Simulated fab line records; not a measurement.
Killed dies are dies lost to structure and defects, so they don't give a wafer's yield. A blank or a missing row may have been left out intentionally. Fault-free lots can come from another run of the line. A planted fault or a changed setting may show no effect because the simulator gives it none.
Which of the tools did it? | flow n5 finfet | 11 lots, 33 wafers sampled, at 2 steps of a route of 1938

WHAT THE GAUGES SHOWED, per wafer
N5_HKMG_FIN_INSPECT_61: inspects for defects (macro).
lot  | measured    | on                | raw defect count
L075 | day 4 03:11 | defect inspect-01 | 2 0 1
L078 | day 4 22:51 | defect inspect-01 | 2 2 6
L080 | day 5 11:02 | defect inspect-01 | 0 3 4
L082 | day 5 21:29 | defect inspect-02 | 2 2 5
L084 | day 6 13:01 | defect inspect-01 | 2 3 3
L086 | day 7 03:00 | defect inspect-01 | 0 1 0
L088 | day 7 10:48 | defect inspect-01 | 2 1 3
L090 | day 7 21:44 | defect inspect-01 | 1 2 1
L093 | day 8 17:57 | defect inspect-01 | 0 6 0
L095 | day 9 04:42 | defect inspect-02 | 1 2 2
L097 | day 9 17:14 | defect inspect-02 | 3 3 2

TOOL THAT RAN EACH LOT (tool first, then ch and the chambers of the sampled wafers, then the start)
lot  | N5_HKMG_FIN_HK_ANNEAL_02
L075 | rtp anneal-02 ch 0, day 4 02:31
L078 | rtp anneal-01 ch 0, day 4 22:04
L080 | rtp anneal-02 ch 0, day 5 10:15
L082 | rtp anneal-02 ch 0, day 5 20:49
L084 | rtp anneal-01 ch 0, day 6 12:20
L086 | rtp anneal-01 ch 0, day 7 02:21
L088 | rtp anneal-02 ch 0, day 7 09:59
L090 | rtp anneal-01 ch 0, day 7 20:59
L093 | rtp anneal-02 ch 0, day 8 17:16
L095 | rtp anneal-01 ch 0, day 9 04:01
L097 | rtp anneal-02 ch 0, day 9 16:32
- N5_HKMG_FIN_HK_ANNEAL_02: time 30 s.

THE ANSWER, worked out from the rows above alone
Rule: the usual values come from the lots themselves. Put in order of their means at a reading, lots are off if they are a third of the lots or fewer, leave a main group of 4 or more, and stand apart from it by a gap of 3 or more times the standard deviation of the main group's means; of several such gaps the widest counts. If all means in a main group match to the digits the tables above print for the reading, that group is not used. A lot without any number at a reading at which 4 lots or more have one is off too. Any other lot the step has rows for is counted as sound.
Nothing can be told from this: no lot is off at any reading shown.

WHAT THE SIMULATOR PUT IN
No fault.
